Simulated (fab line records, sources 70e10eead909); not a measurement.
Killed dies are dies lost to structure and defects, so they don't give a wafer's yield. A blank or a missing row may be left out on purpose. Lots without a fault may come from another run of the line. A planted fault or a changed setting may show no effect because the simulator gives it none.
fab line records | flow nand_harc | part 1 of 2: steps 1 to 14 of 15
record lots=7 wafers=21 last_day=23
route steps=1159 shown A_M1@1032 END@1159
lots that met no fault: from a run of the same line without faults
start_h: hours from the record's first day to the start of the lot's first wafer shown | wait_h: hours since the lot's step before | " the same as in the row above | L1.1+2: a row that stands for several wafers | - no value, or no start given | * or withheld: withheld | < > ~ a bound
route shown NAME@n: a module of which the file shows steps, and the number in the route of the first | usual: mean/standard deviation of fault-free wafers | same: alike in all rows | chamber/n: place in a boat | sites: the reading at each site | _std_site: their standard deviation | _edge_site: outer sites' mean less inner sites' | radius_mm: how far each site lies from the wafer's centre | mask NAME#n: copy n | behind: the tool/chamber that last shaped the wafer | hold: why the lot was held/for how many hours/how that ended | device: the transistor (n, p or np) that didn't switch | end of line: the same wafers' tests at the end of the route | a step without rows: its recipe alone | killed: dies lost to structure and defects at the first sort, not the wafer's yield | map: a wafer's dies, x killed, . not, _ none there
set.NAME: the setting as run; set.NAME@STEP: as run at that earlier step | model.NAME: the simulator's own value behind a step, which no gauge read
lots at some steps of the route; a table a step, a row a wafer
services: from which hour (start_h, from the record's first day; less than 0 if before it) a tool's chamber was out of use, for how many hours, and why
## steps
# step NHARC_A_M1_EBR_05
# step NHARC_A_M1_EXPOSE_06
# recipe na=1.35 target_cd_nm=120 dose_mj=75.13 mask_id=A_M1
# step NHARC_A_M1_PEB_07
# recipe peb_temp_c=100 peb_time_s=65
# step NHARC_A_M1_DEVELOP_08
# recipe develop_time_s=35 dev_temp_c=23
# step NHARC_A_M1_CD_MEAS_09
# recipe target_cd_nm=120 landing_energy_ev=500
# usual cd_nm=120.0/0.5
# columns lot.wafer tool chamber start_h wait_h cd_nm
L585.1 cd_sem-02 0 404.72 - 119.3
L585.4 " 0 " " 119.8
L585.5 " 0 " " 119.9
L592.1 cd_sem-03 0 451.28 - 120.1
L592.2 " 0 " " 119.9
L592.5 " 0 " " 119.9
L594.1 cd_sem-01 0 466.53 - 120.1
L594.4 " 0 " " 120.2
L594.5 " 0 " " 120.0
L595.2 cd_sem-02 0 467.02 - 120.2
L595.5 " 0 " " 120.2
L595.6 " 0 " " 119.6
L596.1 cd_sem-03 0 475.35 - 119.6
L596.3 " 0 " " 119.7
L596.6 " 0 " " 120.9
L601.2 cd_sem-01 0 497.79 - 119.3
L601.4 " 0 " " 119.1
L601.6 " 0 " " 119.4
L603.4 cd_sem-02 0 509.22 - 120.5
L603.5 " 0 " " 119.5
L603.6 " 0 " " 120.1
# step NHARC_A_M1_OVL_MEAS_10
# recipe pitch_nm=240
# usual overlay_x_nm=-0.1/0.82 overlay_y_nm=0.1/0.75
# columns lot.wafer tool chamber start_h wait_h overlay_x_nm overlay_y_nm
L585.1 overlay-01 - 404.81 - -0.3 -0.9
L585.4 " - " " -0.3 -1.0
L585.5 " - " " 0.1 -1.1
L592.1 overlay-02 - 451.38 - 0.2 0.1
L592.2 " - " " 0.4 0.1
L592.5 " - " " -0.1 -0.4
L594.1 overlay-01 - 466.62 - 0.5 1.0
L594.4 " - " " 1.0 1.2
L594.5 " - " " 0.9 1.0
L595.2 overlay-02 - 467.10 - 0.9 -0.3
L595.5 " - " " 0.5 -0.9
L595.6 " - " " 1.4 -0.4
L596.1 overlay-02 - 475.45 - -0.4 -1.6
L596.3 " - " " -0.4 -0.8
L596.6 " - " " -0.8 -1.1
L601.2 overlay-01 - 497.88 - -1.2 1.4
L601.4 " - " " -0.8 1.1
L601.6 " - " " -0.3 1.8
L603.4 overlay-01 - 509.31 - -1.6 1.0
L603.5 " - " " -1.0 0.7
L603.6 " - " " -1.2 0.7
# step NHARC_A_M1_INSPECT_11
# usual raw_defect_count=31/13
# columns lot.wafer tool chamber start_h wait_h raw_defect_count
L585.1 defect_inspect-02 - 404.85 0.0 20
L585.4 " - " " 31
L585.5 " - " " 31
L592.1 defect_inspect-02 - 451.41 0.0 22
L592.2 " - " " 23
L592.5 " - " " 26
L594.1 defect_inspect-01 - 466.65 0.0 35
L594.4 " - " " 33
L594.5 " - " " 30
L595.2 defect_inspect-01 - 467.14 0.0 28
L595.5 " - " " 30
L595.6 " - " " 30
L596.1 defect_inspect-01 - 475.49 0.0 28
L596.3 " - " " 32
L596.6 " - " " 16
L601.2 defect_inspect-01 - 497.91 0.0 45
L601.4 " - " " 60
L601.6 " - " " 53
L603.4 defect_inspect-02 - 509.35 0.0 62
L603.5 " - " " 56
L603.6 " - " " 49
# step NHARC_A_M1_DESCUM_14
# recipe time_s=3 o2_flow_sccm=200 ar_flow_sccm=0 bias_power_w=0 chemistry=O2
# usual drypump_motor_current_A=5.6/0.52 o2_flow_sccm=199.9/0.62 oes_product_au=1.003/0.0076 rf_vpp_V=57.8/0.84 showerhead_plenum_p_Torr=1.90/0.072 throttle_valve_pct=11.312/0.0083
# columns lot.wafer tool chamber start_h wait_h drypump_motor_current_A o2_flow_sccm oes_product_au rf_hours_counter_h rf_vpp_V showerhead_plenum_p_Torr throttle_valve_pct
L585.1 rie_diel-04 3 404.92 0.1 6.2 200.8 1.004 8 57.6 1.80 11.314
L585.4 " 1 " " 6.4 199.9 0.999 6 57.5 1.83 11.307
L585.5 " 3 " " 6.2 200.8 1.003 - 56.6 1.80 11.312
L592.1 rie_diel-04 2 451.47 0.1 5.0 199.6 1.012 12 58.1 1.84 11.310
L592.2 " 0 " " 5.1 199.9 1.000 12 57.5 1.94 11.317
L592.5 " 2 " " 5.0 199.4 1.009 - 58.0 1.84 11.304
L594.1 rie_diel-08 2 466.72 0.1 5.2 199.0 1.008 5 57.4 1.93 11.314
L594.4 " 2 " " 5.2 199.8 1.009 - 57.1 1.93 11.324
L594.5 " 1 " " 5.1 199.8 1.005 - 57.8 1.96 11.304
L595.2 rie_diel-08 2 467.22 0.1 5.2 199.2 1.013 5 57.3 1.93 11.302
L595.5 " 1 " " 5.1 199.5 1.000 - 58.2 1.96 11.304
L595.6 " 2 " " 5.2 199.2 1.006 - 58.3 1.92 11.319
L596.1 rie_diel-04 3 475.55 0.1 6.2 200.5 1.011 0 57.2 1.80 11.318
L596.3 " 2 " " 5.0 200.1 0.996 0 57.0 1.84 11.316
L596.6 " 3 " " 6.2 199.9 1.018 - 58.8 1.80 11.313
L601.2 rie_diel-12 0 497.97 0.1 6.1 199.0 1.018 6 58.4 1.92 11.297
L601.4 " 2 " " 5.9 199.2 1.006 7 58.3 2.05 11.312
L601.6 " 0 " " 6.1 198.9 1.012 - 58.4 1.92 11.313
L603.4 rie_diel-08 2 509.44 0.1 5.2 199.9 0.999 1 57.2 1.93 11.312
L603.5 " 3 " " 6.1 199.4 0.996 - 58.8 1.97 11.307
L603.6 " 0 " " 5.2 199.6 0.983 - 58.3 2.02 11.317
# step NHARC_A_M1_ETCH_35
# recipe target_depth_a=400 overetch_a=120 time_s=43.94 ion_energy_ev=200 n2_flow_sccm=150 h2_flow_sccm=150 ar_flow_sccm=0 rf_w=400 bias_w=150 chemistry=N2/H2
# usual bias_w=150.0/0.45 chamber_pressure_mTorr=29.999/0.028 drypump_motor_current_A=5.7/0.52 oes_product_au=1.002/0.0071 rf_vpp_V=430.2/2.2 showerhead_plenum_p_Torr=2.03/0.078 throttle_valve_pct=14.172/0.009
# columns lot.wafer tool chamber start_h wait_h bias_w chamber_pressure_mTorr drypump_motor_current_A oes_product_au rf_hours_counter_h rf_vpp_V showerhead_plenum_p_Torr throttle_valve_pct
L585.4 rie_diel-04 1 405.00 0.1 150.8 29.988 6.4 1.001 6 427.7 1.94 14.157
L585.1 " 2 " " 150.2 30.058 5.0 1.005 8 428.3 1.96 14.162
L585.5 " 1 " " 150.2 30.001 6.4 0.997 - 427.7 1.94 14.165
L592.1 rie_diel-04 2 451.56 0.1 150.1 29.998 5.0 1.001 12 428.3 1.96 14.168
L592.2 " 0 " " 149.7 30.020 5.1 1.002 12 430.4 2.07 14.179
L592.5 " 2 " " 149.4 29.990 5.0 0.990 - 428.7 1.96 14.151
L594.1 rie_diel-08 2 466.82 0.1 149.4 29.951 5.3 1.011 5 431.7 2.05 14.171
L594.5 " 3 " " 149.8 30.017 6.1 0.999 - 432.9 2.10 14.168
L594.4 " 1 " " 150.1 29.986 5.1 1.004 - 431.4 2.09 14.168
L595.2 rie_diel-08 1 467.40 0.2 149.9 29.983 5.1 1.008 5 432.3 2.09 14.153
L595.6 " 2 " " 150.7 30.021 5.3 1.001 - 431.0 2.05 14.166
L595.5 " 3 " " 150.1 29.946 6.1 0.992 - 431.8 2.10 14.182
L596.1 rie_diel-04 0 475.64 0.1 149.8 30.023 5.1 0.994 0 432.2 2.07 14.166
L596.3 " 2 " " 149.9 30.061 5.0 1.009 0 429.2 1.96 14.164
L596.6 " 3 " " 150.7 29.967 6.2 1.013 - 428.6 1.92 14.176
L601.2 rie_diel-12 1 498.07 0.1 150.1 29.956 5.6 1.005 6 428.1 1.95 14.174
L601.4 " 2 " " 149.7 30.008 5.9 1.009 7 434.0 2.19 14.170
L601.6 " 3 " " 149.5 29.996 5.9 1.001 - 431.2 2.00 14.172
L603.4 rie_diel-08 3 509.49 0.1 150.1 29.974 6.1 1.006 1 431.9 2.10 14.175
L603.6 " 3 " " 149.9 30.001 6.1 0.996 - 432.8 2.10 14.170
L603.5 " 0 " " 149.8 30.013 5.2 0.998 - 433.7 2.15 14.163
# step NHARC_A_M1_ETCH_15
# recipe target_depth_a=1825 time_s=91.2 c4f8_flow_sccm=withheld ar_flow_sccm=400 rf_w=600 bias_w=300 chemistry=C4F8/Ar
# usual bias_w=299.9/0.92 chamber_pressure_mTorr=24.999/0.023 oes_product_au=0.955/0.021 rf_vpp_V=440.5/2.4
# columns lot.wafer tool chamber start_h wait_h bias_w chamber_pressure_mTorr oes_product_au rf_hours_counter_h rf_vpp_V
L585.4 rie_diel-04 1 - - 299.6 24.944 0.967 6 438.1
L585.1 " 2 " " 300.6 24.996 0.966 8 437.5
L585.5 " 1 " " 299.1 24.988 0.970 - 437.2
L592.1 rie_diel-04 1 - - 299.9 24.998 0.970 11 437.6
L592.2 " 3 " " 301.5 24.989 0.920 12 438.5
L592.5 " 1 " " 299.7 24.984 0.986 - 438.4
L594.1 rie_diel-08 1 - - 300.6 24.984 0.933 4 442.7
L594.4 " 1 " " 300.1 25.025 0.924 - 442.4
L594.5 " 3 " " 300.1 24.988 0.931 - 442.4
L595.2 rie_diel-08 1 - - 300.5 25.008 0.947 5 442.5
L595.5 " 1 " " 300.1 25.011 0.955 - 442.8
L595.6 " 2 " " 302.0 24.990 0.952 - 440.4
L596.1 rie_diel-04 2 - - 300.3 24.949 0.977 0 438.9
L596.3 " 1 " " 299.5 25.002 0.974 0 438.9
L596.6 " 3 " " 299.0 25.016 0.965 - 437.1
L601.4 rie_diel-12 0 - - 300.2 25.013 0.972 6 441.8
L601.2 " 1 " " 300.3 24.985 0.958 6 438.7
L601.6 " 0 " " 299.5 25.010 0.980 - 442.2
L603.4 rie_diel-08 0 - - 298.9 24.971 0.958 1 443.7
L603.6 " 2 " " 300.4 25.032 0.992 - 442.2
L603.5 " 3 " " 300.1 24.984 0.952 - 440.8
# step NHARC_A_M1_CD_MEAS_16
# usual cd_nm=119.8/0.55
# columns lot.wafer tool chamber start_h wait_h cd_nm
L585.1 cd_sem-01 - 405.22 - 118.8
L585.4 " - " " 119.8
L585.5 " - " " 119.9
L592.1 cd_sem-03 - 451.78 - 120.4
L592.2 " - " " 119.3
L592.5 " - " " 119.8
L594.1 cd_sem-03 - 467.07 - 119.7
L594.4 " - " " 120.1
L594.5 " - " " 120.2
L595.2 cd_sem-01 - 467.65 - 119.8
L595.5 " - " " 119.9
L595.6 " - " " 119.2
L596.1 cd_sem-01 - 475.85 - 119.1
L596.3 " - " " 119.7
L596.6 " - " " 120.0
L601.2 cd_sem-03 - 498.28 - 118.9
L601.4 " - " " 118.5
L601.6 " - " " 118.9
L603.4 cd_sem-03 - 509.72 - 120.0
L603.5 " - " " 119.6
L603.6 " - " " 119.6
# step NHARC_A_M1_STRIP_18
# recipe power_w=1000 n2_flow_sccm=150 h2_flow_sccm=150 ar_flow_sccm=0 bias_w=0 chemistry=N2/H2
# usual drypump_motor_current_A=5.7/0.44 oes_product_au=1.000/0.008 rf_vpp_V=90.7/1 showerhead_plenum_p_Torr=2.05/0.086 throttle_valve_pct=14.172/0.0087
# columns lot.wafer tool chamber start_h wait_h drypump_motor_current_A oes_product_au rf_hours_counter_h rf_vpp_V showerhead_plenum_p_Torr throttle_valve_pct
L585.4 rie_diel-12 2 405.32 0.1 5.9 1.017 1 92.2 2.20 14.187
L585.1 " 3 " " 5.9 0.998 1 91.5 2.00 14.169
L585.5 " 1 " " 5.6 1.008 - 88.7 1.96 14.163
L592.2 rie_diel-12 1 451.87 0.1 5.6 0.991 3 90.4 1.96 14.176
L592.1 " 3 " " 5.9 1.007 3 89.9 2.00 14.179
L592.5 " 1 " " 5.6 0.990 - 89.8 1.96 14.182
L594.1 rie_diel-12 2 467.14 0.1 5.9 1.006 4 90.7 2.20 14.185
L594.4 " 0 " " 6.2 1.005 4 91.1 2.05 14.164
L594.5 " 3 " " 5.9 1.006 - 90.6 2.00 14.173
L595.2 rie_diel-12 1 467.72 0.1 5.6 1.001 5 91.1 1.96 14.186
L595.5 " 1 " " 5.6 0.996 - 89.9 1.96 14.181
L595.6 " 2 " " 5.9 1.011 - 89.8 2.20 14.171
L596.1 rie_diel-12 2 475.98 0.1 5.9 1.011 6 91.6 2.20 14.166
L596.3 " 3 " " 5.9 1.000 5 90.6 2.00 14.174
L596.6 " 0 " " 6.2 1.011 - 90.9 2.05 14.164
L601.4 rie_diel-04 0 498.35 0.1 5.1 0.999 2 91.6 2.07 14.157
L601.2 " 3 " " 6.2 1.017 2 88.7 1.92 14.164
L601.6 " 0 " " 5.1 1.000 - 92.0 2.07 14.170
L603.4 rie_diel-12 1 509.86 0.1 5.6 1.007 8 90.0 1.95 14.175
L603.6 " 2 " " 5.9 1.002 - 91.9 2.19 14.182
L603.5 " 3 " " 5.9 1.004 - 91.8 2.00 14.149
# step NHARC_A_M1_ETCH_28
# recipe target_depth_a=300 over_etch_frac=0.3 time_s=72.99 ion_energy_ev=150 cf4_flow_sccm=50 n2_flow_sccm=100 ar_flow_sccm=150 rf_w=300 bias_w=100 chemistry=CF4/N2
# usual bias_w=100.0/0.32 cf4_flow_sccm=50.01/0.16 drypump_motor_current_A=5.7/0.44 oes_product_au=1.003/0.0081 rf_vpp_V=314.4/1.9 showerhead_plenum_p_Torr=2.63/0.1 throttle_valve_pct=19.794/0.0091
# columns lot.wafer tool chamber start_h wait_h bias_w cf4_flow_sccm drypump_motor_current_A oes_product_au rf_hours_counter_h rf_vpp_V showerhead_plenum_p_Torr throttle_valve_pct
L585.1 rie_diel-12 0 405.53 - 100.6 49.56 6.1 1.006 1 313.2 2.64 19.809
L585.4 " 3 " " 100.6 50.20 5.9 1.002 1 314.2 2.58 19.786
L585.5 " 1 " " 100.3 50.16 5.6 0.994 - 313.4 2.53 19.787
L592.2 rie_diel-12 1 452.11 - - - - - - - - -
L592.1 " 2 " " - - - - - - - -
L592.5 " 0 " " - - - - - - - -
L594.1 rie_diel-12 3 467.38 - - - - - - - - -
L594.4 " 0 " " - - - - - - - -
L594.5 " 3 " " - - - - - - - -
L595.2 rie_diel-12 0 467.98 - - - - - - - - -
L595.5 " 2 " " - - - - - - - -
L595.6 " 3 " " - - - - - - - -
L596.1 rie_diel-12 0 476.18 - 100.4 49.96 6.1 1.018 5 314.8 2.64 19.789
L596.3 " 1 " " 100.5 50.08 5.6 0.999 6 313.7 2.53 19.786
L596.6 " 3 " " 100.0 50.20 5.9 1.010 - 313.7 2.58 19.783
L601.2 rie_diel-04 0 498.60 - 99.7 49.95 5.1 1.001 2 315.0 2.66 19.801
L601.4 " 1 " " 100.0 50.26 6.4 0.997 2 313.8 2.51 19.783
L601.6 " 1 " " 100.4 50.15 6.4 1.006 - 312.9 2.51 19.789
L603.4 rie_diel-12 0 510.05 - 100.2 49.97 6.2 1.015 7 314.3 2.64 19.813
L603.5 " 1 " " 99.8 50.01 5.6 1.002 - 312.0 2.52 19.775
L603.6 " 2 " " 99.8 49.82 5.9 1.014 - 315.7 2.81 19.795
# step NHARC_A_M1_STRIP_19
# recipe time_s=600 temp_c=30 chemistry=post_etch_residue_remover
## key
first_sign step=NHARC_A_M1_ETCH_28 reading=tool_record direction=missing
effect step=NHARC_END_SORT_01 reading=sort_bin_2_pct direction=up sigmas=99+ usual=1.5 struck=97.1
more_kills_born_at NHARC_A_M1_ETCH_28@rie_diel-12=5828
met_at NHARC_A_M1_ETCH_28
struck_wafers L592.1,L592.2,L592.5,L594.1,L594.4,L594.5,L595.2,L595.5,L595.6
later_rows_left_out L592.1,L592.2,L592.5,L594.1,L594.4,L594.5,L595.2,L595.5,L595.6
onset_between 405.53 452.11
fault kind=skipped_step_whole tool=rie_diel-12 chamber=- onset_h=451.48 steps=NHARC_A_M1_ETCH_28 scope=struck_lots_only
# later_rows_left_out: the simulator's readings of these wafers behind a module that went badly wrong aren't trusted and aren't shown, but for the sort
